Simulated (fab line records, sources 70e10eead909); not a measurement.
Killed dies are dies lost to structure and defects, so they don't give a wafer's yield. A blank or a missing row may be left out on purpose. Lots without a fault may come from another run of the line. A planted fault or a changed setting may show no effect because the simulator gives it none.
Which tool did it? | flow nand_harc | 6 lots, 18 wafers sampled, at 5 steps of a route of 1302

WHAT THE GAUGES READ, wafer by wafer
NHARC_END_SORT_01.
lot  | measured     | on        | killed_at_array
L509 | day 32 04:54 | prober-02 | 669 672 670

WHICH TOOL RAN EACH LOT (tool, then ch and the chambers of the sampled wafers, then the start)
lot  | NHARC_A_CHANNEL_HOLE_D2_ETCH_26  | NHARC_A_CHANNEL_HOLE_D2_XSEM_32 | NHARC_A_CHANNEL_FILL_D2_ALD_03      | NHARC_A_CHANNEL_FILL_D2_ETCHBACK_20
L494 | har_etch-02 ch 0,1, day 14 07:32 | xsem-02 ch 0, day 14 09:22      | ald_sin_batch-03 ch 0, day 14 13:07 | rie_diel-04 ch 0,1,2, day 15 11:50
L497 | har_etch-01 ch 0,1, day 15 10:49 | xsem-02 ch 0, day 15 12:37      | ald_sin_batch-01 ch 0, day 15 16:22 | rie_diel-04 ch 0,2, day 16 14:56
L502 | har_etch-01 ch 0,1, day 17 21:50 | xsem-02 ch 0, day 17 23:40      | ald_sin_batch-03 ch 0, day 18 03:23 | rie_diel-04 ch 1,3, day 19 00:41
L509 | har_etch-02 ch 0,1, day 21 02:27 | xsem-02 ch 0, day 21 04:17      | ald_sin_batch-01, day 21 08:01      | rie_diel-04 ch 1,2,3, day 22 04:42
L513 | har_etch-02 ch 0,1, day 22 15:24 | xsem-02 ch 0, day 22 17:10      | ald_sin_batch-02 ch 0, day 22 22:49 | rie_diel-13 ch 0,3, day 23 21:42
L514 | har_etch-01 ch 0,1, day 22 20:53 | xsem-01 ch 0, day 22 22:48      | ald_sin_batch-02 ch 0, day 23 02:32 | rie_diel-04 ch 0,1,2, day 24 01:33
- NHARC_A_CHANNEL_HOLE_D2_ETCH_26: etches the open film in C4F8/O2/Ar, time 224.1 s, target depth 300 nm.
- NHARC_A_CHANNEL_HOLE_D2_XSEM_32
- NHARC_A_CHANNEL_FILL_D2_ALD_03: deposits SiNx, target thk 6 nm, pulse time 60 s, ald cycles 58.
- NHARC_A_CHANNEL_FILL_D2_ETCHBACK_20: etches the open film in C4F8/O2/Ar, target depth 27 nm, time 13.5 s.

THE ANSWER, worked out from the rows above alone
Rule: what is usual is taken from the lots themselves. Put in order of their means at a reading, lots are off if they are a third of the lots or fewer, leave a main group of 4 or more, and stand apart from it by a gap of 3 or more times the standard deviation of the main group's means; of several such gaps the widest counts. A main group whose means are all the same, to the digits that the tables above print for the reading, isn't used. A lot without any number at a reading at which 4 lots or more have one is off too. The other lots that the step has rows for count as sound.
No lot is off at any reading shown: from this, nothing can be told.

WHAT THE SIMULATOR HAD PUT IN
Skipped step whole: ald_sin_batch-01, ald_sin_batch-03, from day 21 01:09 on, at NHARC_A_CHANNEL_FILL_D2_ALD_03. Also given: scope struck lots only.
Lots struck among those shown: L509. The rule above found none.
